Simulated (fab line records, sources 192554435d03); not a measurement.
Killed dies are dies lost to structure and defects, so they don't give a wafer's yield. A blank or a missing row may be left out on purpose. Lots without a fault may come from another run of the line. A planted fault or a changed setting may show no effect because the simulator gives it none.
fab line records | flow n5_finfet
record lots=7 wafers=19 last_day=17
route steps=1938 shown MOL_CONTACT_COAG@596 BEOL_M4@1111
lots that met no fault: from a run of the same line without faults
start_h: hours from the record's first day to the start of the lot's first wafer shown | wait_h: hours since the lot's step before | " the same as in the row above | L1.1+2: a row that stands for several wafers | - no value, or no start given | * or withheld: withheld | < > ~ a bound
route shown NAME@n: a module of which the file shows steps, and the number in the route of the first | usual: mean/standard deviation of fault-free wafers | same: alike in all rows | chamber/n: place in a boat | sites: the reading at each site | _std_site: their standard deviation | _edge_site: outer sites' mean less inner sites' | radius_mm: how far each site lies from the wafer's centre | mask NAME#n: copy n | behind: the tool/chamber that last shaped the wafer | hold: why the lot was held/for how many hours/how that ended | device: the transistor (n, p or np) that didn't switch | end of line: the same wafers' tests at the end of the route | a step without rows: its recipe alone | killed: dies lost to structure and defects at the first sort, not the wafer's yield | map: a wafer's dies, x killed, . not, _ none there
set.NAME: the setting as run; set.NAME@STEP: as run at that earlier step | model.NAME: the simulator's own value behind a step, which no gauge read
lots at some steps of the route; a table a step, a row a wafer
services: from which hour (start_h, from the record's first day; less than 0 if before it) a tool's chamber was out of use, for how many hours, and why
## steps
# step N5_MOL_CONTACT_COAG_COAT_34
# recipe resist=CAR-EUV spin_rpm=1500 resist_thk_nm=40
# step N5_MOL_CONTACT_COAG_EBR_36
# recipe solvent=PGMEA ebr_width_mm=1.5
# step N5_MOL_CONTACT_COAG_SOFTBAKE_35
# recipe temp_c=110 time_s=60 resist=CAR-EUV
# step N5_MOL_CONTACT_COAG_EXPOSE_37
# recipe mask_id=VD na=0.33 source_shape=annular sigma_inner=0.3 sigma_outer=0.7 polarization=unpolarized defocus_nm=0 dose_mj=62
# step N5_MOL_CONTACT_COAG_PEB_38
# recipe peb_temp_c=100 peb_time_s=60 resist=CAR-EUV
# step N5_MOL_CONTACT_COAG_DEVELOP_39
# recipe develop_time_s=30 developer=TMAH resist=CAR-EUV rinse_liquid=surfactant_rinse dry=air_spin dev_temp_c=23
# step N5_MOL_CONTACT_COAG_CD_MEAS_40
# recipe target_cd_nm=25.1 landing_energy_ev=500 detector=se_inlens polarity=opening
# usual cd_nm=25.12/0.22
# columns lot.wafer tool chamber start_h wait_h cd_nm
L476.2 cd_sem-01 0 97.32 - 25.24
L476.3 " 0 " " 25.43
L476.6 " 0 " " 25.31
L487.2 cd_sem-03 0 170.04 - 24.94
L487.4 " 0 " " 24.69
L487.6 " 0 " " 24.70
L488.4 cd_sem-01 0 177.57 - 24.93
L488.6 " 0 " " 25.42
L490.2 cd_sem-01 0 188.74 - 24.74
L490.3 " 0 " " 25.12
L493.1 cd_sem-02 0 204.02 - 25.26
L493.3 " 0 " " 24.76
L493.4 " 0 " " 24.91
L494.3 cd_sem-02 0 210.72 - 24.93
L494.5 " 0 " " 24.81
L494.6 " 0 " " 25.35
L498.2 cd_sem-02 0 238.91 - 24.92
L498.3 " 0 " " 25.31
L498.6 " 0 " " 25.31
# step N5_MOL_CONTACT_COAG_OVL_MEAS_41
# recipe points_per_wafer=522
# usual VD_OVL=0.0/0.74
# columns lot.wafer tool chamber start_h wait_h VD_OVL[nm]
L476.2 overlay-02 0 97.36 0.0 1.3
L476.3 " 0 " " 0.4
L476.6 " 0 " " -0.7
L487.2 overlay-01 0 170.07 0.0 -1.0
L487.4 " 0 " " -0.2
L487.6 " 0 " " -0.2
L488.4 overlay-01 0 177.61 0.0 1.2
L488.6 " 0 " " 1.3
L490.2 overlay-01 0 188.78 0.0 -0.5
L490.3 " 0 " " -1.1
L493.1 overlay-02 0 204.06 0.0 0.5
L493.3 " 0 " " 0.2
L493.4 " 0 " " -1.6
L494.3 overlay-02 0 210.76 0.0 -1.1
L494.5 " 0 " " -1.0
L494.6 " 0 " " -0.4
L498.2 overlay-01 0 238.94 0.0 -0.8
L498.3 " 0 " " 0.3
L498.6 " 0 " " -0.6
# step N5_MOL_CONTACT_COAG_INSPECT_42
# recipe mode=adi inspect_instrument=brightfield
# usual raw_defect_count=209/84
# columns lot.wafer tool chamber start_h wait_h raw_defect_count
L476.2 defect_inspect-02 - 97.41 0.0 218
L476.3 " - " " 167
L476.6 " - " " 158
L487.2 defect_inspect-01 - 170.13 0.0 210
L487.4 " - " " 153
L487.6 " - " " 136
L488.4 defect_inspect-01 - 177.66 0.0 130
L488.6 " - " " 154
L490.2 defect_inspect-01 - 188.83 0.0 116
L490.3 " - " " 128
L493.1 defect_inspect-02 - 204.11 0.1 251
L493.3 " - " " 274
L493.4 " - " " 179
L494.3 defect_inspect-01 - 210.80 0.0 279
L494.5 " - " " 277
L494.6 " - " " 189
L498.2 defect_inspect-01 - 239.00 0.0 110
L498.3 " - " " 240
L498.6 " - " " 164
# step N5_MOL_CONTACT_COAG_DESCUM_45
# recipe chemistry=O2 time_s=7 source_power_w=50 bias_power_w=20 pressure_mtorr=20 rf_frequency_hz=2.712e+07 temp_c=40 resist=CAR-EUV o2_flow_sccm=225
# usual chamber_pressure_mTorr=20.001/0.017 drypump_motor_current_A=5.6/0.38 oes_product_au=0.80/0.088 rf_vpp_V=243.1/1.3 showerhead_plenum_p_Torr=2.08/0.066 temp_c=40.00/0.11 throttle_valve_pct=20.38/0.26
# columns lot.wafer tool chamber start_h wait_h chamber_pressure_mTorr drypump_motor_current_A oes_product_au rf_hours_counter_h rf_vpp_V showerhead_plenum_p_Torr temp_c throttle_valve_pct
L476.2 rie_diel-05 2 97.44 0.0 20.016 5.6 0.90 35 243.2 2.03 39.99 20.50
L476.3 " 1 " " 19.977 6.1 0.67 253 242.6 2.15 40.03 20.56
L476.6 " 2 " " 20.006 5.6 0.90 - 243.8 2.03 40.11 20.51
L487.2 rie_diel-01 1 170.16 0.0 20.035 5.6 0.70 222 242.0 2.07 39.75 20.56
L487.4 " 2 " " 19.998 5.3 0.77 113 241.1 2.03 40.02 20.29
L487.6 " 0 " " 19.982 6.2 0.70 - 244.1 2.07 40.05 20.81
L488.4 rie_diel-01 3 177.69 0.0 19.987 5.3 0.80 96 242.5 2.03 40.03 20.05
L488.6 " 3 " " 20.007 5.4 0.80 - 241.8 2.03 40.19 20.05
L490.2 rie_diel-06 1 188.87 0.0 20.017 6.2 0.86 44 244.8 2.23 39.78 20.54
L490.3 " 3 " " 19.986 5.7 0.68 240 243.7 2.16 40.11 20.90
L493.1 rie_diel-01 0 204.20 0.1 20.021 6.1 0.70 234 242.6 2.07 39.91 20.83
L493.3 " 1 " " 19.988 5.6 0.70 234 243.8 2.06 39.88 20.57
L493.4 " 3 " " 20.023 5.4 0.80 105 242.3 2.02 39.98 20.05
L494.3 rie_diel-01 1 211.04 0.2 20.012 5.6 0.69 236 241.6 2.06 39.90 20.58
L494.5 " 2 " " 19.970 5.3 0.75 - 242.7 2.02 40.06 20.30
L494.6 " 1 " " 20.005 5.6 0.69 - 242.1 2.06 39.78 20.58
L498.2 rie_diel-01 0 239.15 0.2 20.015 6.2 0.68 247 242.2 2.06 39.98 20.83
L498.3 " 1 " " 19.997 5.7 0.68 245 243.3 2.06 40.12 20.59
L498.6 " 2 " " 19.985 5.3 0.76 - 241.4 2.02 39.74 20.34
# step N5_MOL_CONTACT_COAG_ETCH_65
# recipe chemistry=N2/H2 target=underlayer target_depth_a=130 mask_material=CAR-EUV time_s=10.4 ion_energy_ev=200 pressure_mtorr=30 source_w=840 bias_w=150 n2_flow_sccm=200 h2_flow_sccm=200 ends=cleared
# usual chamber_pressure_mTorr=30.00/0.032 drypump_motor_current_A=5.6/0.38 etch_rf_on_time_s=10.34/0.19 oes_product_au=0.69/0.076 rf_vpp_V=523.4/2.4 showerhead_plenum_p_Torr=2.52/0.079 throttle_valve_pct=17.82/0.26
# columns lot.wafer tool chamber start_h wait_h chamber_pressure_mTorr drypump_motor_current_A etch_rf_on_time_s oes_product_au rf_hours_counter_h rf_vpp_V showerhead_plenum_p_Torr throttle_valve_pct
L476.2 rie_diel-05 2 97.48 0.0 30.01 5.7 10.01 0.78 35 520.0 2.48 17.95
L476.3 " 1 " " 30.02 6.1 10.24 0.58 253 524.2 2.60 17.98
L476.6 " 2 " " 30.01 5.7 10.04 0.79 - 521.9 2.48 17.96
L487.2 rie_diel-01 1 170.19 0.0 30.03 5.6 10.56 0.59 222 522.7 2.51 17.99
L487.4 " 2 " " 29.95 5.3 10.36 0.67 113 520.8 2.45 17.78
L487.6 " 0 " " 30.02 6.2 10.59 0.59 - 522.6 2.52 18.29
L488.4 rie_diel-01 3 177.72 0.0 30.01 5.3 10.57 0.68 96 521.2 2.46 17.56
L488.6 " 3 " " 30.00 5.3 10.48 0.69 - 520.0 2.46 17.55
L490.2 rie_diel-06 1 188.90 0.0 30.00 6.2 10.46 0.73 44 529.0 2.70 17.94
L490.3 " 3 " " 29.98 5.7 10.52 0.57 240 525.3 2.61 18.21
L493.1 rie_diel-01 0 204.23 0.0 30.01 6.2 10.58 0.59 234 524.0 2.52 18.30
L493.3 " 1 " " 30.01 5.7 10.47 0.59 234 522.2 2.50 18.01
L493.4 " 3 " " 29.97 5.4 10.45 0.67 105 522.7 2.46 17.59
L494.3 rie_diel-01 1 211.08 0.0 30.00 5.7 10.49 0.59 236 521.1 2.50 18.00
L494.5 " 2 " " 30.00 5.3 10.35 0.66 - 521.0 2.45 17.78
L494.6 " 1 " " 29.96 5.7 10.46 0.59 - 524.4 2.50 17.99
L498.2 rie_diel-01 0 239.19 0.0 30.00 6.2 10.35 0.59 247 524.9 2.51 18.33
L498.3 " 1 " " 29.99 5.7 10.37 0.58 245 522.3 2.50 18.02
L498.6 " 2 " " 29.98 5.3 10.22 0.65 - 520.5 2.44 17.83
# step N5_MOL_CONTACT_COAG_ETCH_66
# recipe chemistry=CF4 target=SiARC target_depth_a=130 mask_material=CAR-EUV time_s=21.7 ion_energy_ev=80 pressure_mtorr=40 source_w=545 bias_w=36 Ar_flow_sccm=100 cf4_flow_sccm=100 ends=cleared
# usual cf4_flow_sccm=99.97/0.3 chamber_pressure_mTorr=40.00/0.037 drypump_motor_current_A=5.6/0.38 etch_rf_on_time_s=21.5/0.35 oes_product_au=0.69/0.075 rf_vpp_V=183.8/1.1 showerhead_plenum_p_Torr=2.13/0.063 throttle_valve_pct=15.57/0.28
# columns lot.wafer tool chamber start_h wait_h cf4_flow_sccm chamber_pressure_mTorr drypump_motor_current_A etch_rf_on_time_s oes_product_au rf_hours_counter_h rf_vpp_V showerhead_plenum_p_Torr throttle_valve_pct
L476.2 rie_diel-05 2 97.50 0.0 100.05 39.97 5.6 21.2 0.78 35 182.0 2.09 15.71
L476.3 " 1 " " 100.20 40.03 6.1 21.5 0.58 253 184.1 2.19 15.74
L476.6 " 2 " " 100.18 40.07 5.6 21.0 0.79 - 184.1 2.09 15.70
L487.2 rie_diel-01 1 170.21 0.0 99.77 40.01 5.7 21.8 0.59 222 184.3 2.12 15.80
L487.4 " 2 " " 99.81 39.99 5.3 21.6 0.66 113 184.0 2.07 15.43
L487.6 " 0 " " 99.88 40.01 6.2 22.0 0.60 - 183.8 2.12 16.03
L488.4 rie_diel-01 3 177.74 0.0 99.83 39.98 5.4 21.6 0.69 96 183.2 2.07 15.24
L488.6 " 3 " " 99.65 39.99 5.4 21.8 0.69 - 184.6 2.07 15.23
L490.2 rie_diel-06 1 188.92 0.0 99.96 39.99 6.3 21.8 0.74 44 185.8 2.27 15.62
L490.3 " 3 " " 99.85 39.94 5.7 22.0 0.58 240 183.9 2.20 16.09
L493.1 rie_diel-01 0 204.25 0.0 99.45 39.97 6.2 21.7 0.59 234 184.5 2.12 16.08
L493.3 " 1 " " 100.31 39.99 5.6 21.5 0.58 234 182.8 2.12 15.83
L493.4 " 3 " " 100.29 40.05 5.4 21.6 0.68 105 181.9 2.07 15.25
L494.3 rie_diel-01 1 211.10 0.0 100.41 40.04 5.6 21.6 0.58 236 183.3 2.12 15.83
L494.5 " 2 " " 100.18 40.02 5.3 21.2 0.66 - 182.6 2.07 15.46
L494.6 " 1 " " 100.52 39.96 5.6 21.6 0.59 - 182.8 2.12 15.82
L498.2 rie_diel-01 0 239.21 0.0 100.21 39.97 6.2 22.0 0.58 247 183.2 2.11 16.07
L498.3 " 1 " " 100.13 39.97 5.7 21.7 0.58 245 184.8 2.12 15.85
L498.6 " 2 " " 100.20 40.00 5.3 21.5 0.66 - 182.2 2.06 15.48
# step N5_MOL_CONTACT_COAG_ALD_133
# recipe material=SiO2 target_thk_a=50 temp_c=100 ald_precursor_family=BDEAS ald_co_reactant=O2-plasma pulse_time_s=1 co_reactant_pulse_time_s=1 purge_time_s=2 co_reactant_purge_time_s=2 ald_cycles=35 pressure_torr=2
# usual ald_cycles=35/0 heater_power_w=80/7.1 precursor_pulse_height_rel=1.000/0.02
# columns lot.wafer tool chamber start_h wait_h ald_cycles heater_power_w precursor_pulse_height_rel model.SiO2_of_MOL_CONTACT_COAG_ALD_133.thk_nm
L476.2 ald_sin-04 2 97.94 0.4 35 83 1.022 5
L476.3 " 0 " " 35 85 0.992 5
L476.6 " 1 " " 35 77 1.006 5
L487.2 ald_sin-01 0 170.29 0.1 31 74 0.996 4.4
L487.4 " 2 " " 31 79 0.971 4.4
L487.6 " 1 " " 35 90 0.969 5
L488.4 ald_sin-01 3 177.94 0.2 31 68 0.999 4.4
L488.6 " 1 " " 35 88 0.994 5
L490.2 ald_sin-01 3 189.32 0.4 31 67 0.990 4.4
L490.3 " 1 " " 35 88 0.996 5
L493.1 ald_sin-03 3 204.33 0.1 35 91 0.996 5
L493.3 " 2 " " 35 72 0.981 5
L493.4 " 1 " " 35 86 1.002 5
L494.3 ald_sin-04 3 211.18 0.1 35 87 0.990 5
L494.5 " 1 " " 35 74 1.027 5
L494.6 " 0 " " 35 84 0.981 5
L498.2 ald_sin-01 3 239.29 0.1 35 67 1.017 5
L498.3 " 2 " " 35 83 0.989 5
L498.6 " 0 " " 35 75 0.958 5
# step N5_MOL_CONTACT_COAG_ETCHBACK_134
# recipe chemistry=CHF3 target=SiO2 target_depth_a=100 time_s=6.7 ion_energy_ev=200 pressure_mtorr=30 source_w=610 bias_w=170 Ar_flow_sccm=200 CHF3_flow_sccm=50
# usual chamber_pressure_mTorr=30.002/0.027 drypump_motor_current_A=5.6/0.43 oes_product_au=0.79/0.082 rf_vpp_V=522/4 showerhead_plenum_p_Torr=2.39/0.082 throttle_valve_pct=18.74/0.28
# columns lot.wafer tool chamber start_h wait_h chamber_pressure_mTorr drypump_motor_current_A oes_product_au rf_hours_counter_h rf_vpp_V showerhead_plenum_p_Torr throttle_valve_pct
L476.2 rie_diel-01 3 98.12 0.1 30.008 5.4 0.84 70 527 2.32 18.29
L476.3 " 1 " " 29.961 5.6 0.71 196 523 2.37 18.82
L476.6 " 0 " " 29.967 6.2 0.72 - 518 2.37 19.12
L487.2 rie_diel-06 1 170.48 0.1 30.016 6.2 0.87 39 517 2.53 18.81
L487.4 " 2 " " 30.003 5.8 0.72 211 517 2.36 18.92
L487.6 " 0 " " 30.007 4.8 0.85 - 526 2.51 18.84
L488.4 rie_diel-06 3 178.12 0.1 29.934 5.7 0.69 236 526 2.45 19.16
L488.6 " 3 " " 30.016 5.7 0.68 - 526 2.45 19.16
L490.2 rie_diel-01 1 189.50 0.1 30.025 5.6 0.69 229 522 2.36 18.89
L490.3 " 0 " " 30.013 6.2 0.69 229 519 2.36 19.15
L493.1 rie_diel-06 3 204.51 0.1 30.020 5.7 0.68 246 525 2.44 19.18
L493.3 " 2 " " 30.029 5.8 0.71 220 518 2.35 18.95
L493.4 " 0 " " 30.032 4.8 0.86 69 526 2.50 18.86
L494.3 rie_diel-06 0 211.36 0.1 29.993 4.8 0.83 71 524 2.50 18.85
L494.5 " 3 " " 29.971 5.7 0.67 - 526 2.44 19.17
L494.6 " 0 " " 30.020 4.8 0.83 - 525 2.50 18.87
L498.2 rie_diel-06 2 239.47 0.1 30.003 5.8 0.69 234 516 2.35 18.96
L498.3 " 1 " " 29.986 6.3 0.84 63 518 2.52 18.83
L498.6 " 2 " " 29.984 5.8 0.69 - 517 2.35 18.97
# step N5_BEOL_M4_RC_MEAS_101
# usual DIBL_N=35.7/1.3 DIBL_P=35.4/1.8 IOFF_N=0.152/0.027 IOFF_P=0.20/0.034 ION_N=672/9.8 ION_P=461/7.5 SS_N=71.4/0.55 SS_P=73.1/0.61 VT_N=251/3.3 VT_P=-251/3.6
# columns lot.wafer tool chamber start_h wait_h DIBL_N[mV/V] DIBL_P[mV/V] IOFF_N[nA/um] IOFF_P[nA/um] ION_N[uA/um] ION_P[uA/um] SS_N[mV/dec] SS_P[mV/dec] VT_N[mV] VT_P[mV]
L476.2 prober-02 0 162.89 0.2 34.8 37.0 0.161 0.23 683 471 71.2 73.2 247 -247
L476.3 " 0 " " 36.3 38.8 0.196 0.26 688 473 71.1 73.5 245 -245
L476.6 " 0 " " 35.8 38.0 0.179 0.25 684 472 71.4 73.3 246 -246
L487.2 prober-02 0 237.08 0.2 37.4 34.8 0.190 0.21 674 461 71.8 72.5 244 -247
L487.4 " 0 " " 36.1 35.3 0.169 0.23 680 469 70.6 73.0 244 -246
L487.6 " 0 " " 38.1 37.5 0.214 0.26 677 469 72.4 73.6 244 -244
L488.4 prober-02 0 240.47 0.5 37.4 36.0 0.168 0.18 670 447 72.4 73.3 252 -255
L488.6 " 0 " " 35.6 35.7 0.146 0.17 653 445 71.2 73.2 254 -256
L490.2 prober-01 0 260.74 0.2 36.5 36.6 0.170 0.22 673 462 72.3 72.7 250 -250
L490.3 " 0 " " 34.8 33.9 0.130 0.18 656 457 72.4 72.2 252 -253
L493.1 prober-01 0 278.95 0.0 34.8 32.8 0.136 0.18 670 458 71.3 72.6 252 -252
L493.3 " 0 " " 34.5 33.8 0.143 0.19 681 463 71.1 73.5 252 -250
L493.4 " 0 " " 33.6 31.4 0.121 0.16 662 456 70.7 73.1 252 -250
L494.3 prober-02 0 280.97 0.3 36.0 35.6 0.147 0.22 670 469 70.9 72.6 251 -246
L494.5 " 0 " " 35.9 35.6 0.153 0.23 679 468 71.2 74.3 247 -249
L494.6 " 0 " " 37.2 36.6 0.167 0.25 683 472 72.2 73.5 251 -245
L498.2 prober-01 0 308.32 0.2 36.9 37.5 0.164 0.22 682 465 71.1 73.7 249 -254
L498.3 " 0 " " 35.3 35.2 0.132 0.17 670 456 70.9 73.0 252 -253
L498.6 " 0 " " 36.3 36.8 0.148 0.20 674 459 71.1 73.7 252 -251
## services
# columns tool chamber start_h hours kind
rie_diel-05 3 77.97 4.6 repair
rie_diel-05 3 82.67 - clean
rie_diel-05 3 82.67 - consumable_replace:focus_ring
rie_diel-05 3 82.67 - consumable_replace:showerhead
rie_diel-05 3 82.67 23.6 scheduled_down
rie_diel-05 3 82.67 23.6 vent_cycle
ald_sin-03 - 85.29 14.0 pm
rie_diel-05 1 106.24 - clean
rie_diel-05 1 106.24 - consumable_replace:focus_ring
rie_diel-05 1 106.24 21.1 scheduled_down
rie_diel-05 1 106.24 21.1 vent_cycle
ald_sin-03 - 143.78 28.1 pm
rie_diel-06 0 149.96 9.6 repair
ald_sin-04 - 176.82 14.0 pm
rie_diel-06 - 186.01 2.8 pm
ald_sin-01 - 186.80 0.8 pm
ald_sin-03 - 187.19 2.6 repair
rie_diel-06 2 193.07 5.0 repair
ald_sin-01 0 196.32 3.0 repair
ald_sin-03 0 199.37 8.0 repair
rie_diel-06 3 217.63 - clean
rie_diel-06 3 217.63 - consumable_replace:focus_ring
rie_diel-06 3 217.63 24.0 scheduled_down
rie_diel-06 3 217.63 24.0 vent_cycle
## key
first_sign step=N5_MOL_CONTACT_COAG_ALD_133 reading=ald_cycles direction=down sigmas=99+ usual=* struck=*
effect none on later readings
model_effect step=N5_MOL_CONTACT_COAG_ALD_133 value=SiO2_of_MOL_CONTACT_COAG_ALD_133.thk_nm without=5 struck=4.4
met_at N5_MOL_CONTACT_COAG_ALD_133
struck_wafers L487.2,L487.4,L488.4,L490.2
fault kind=process_parameter_drift tool=ald_sin-01 chamber=- onset_h=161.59 steps=N5_MOL_CONTACT_COAG_ALD_133 channel=ald_cycles offset=* shape=step end_h=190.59 scope=struck_wafers_only acts_in=* stated=*
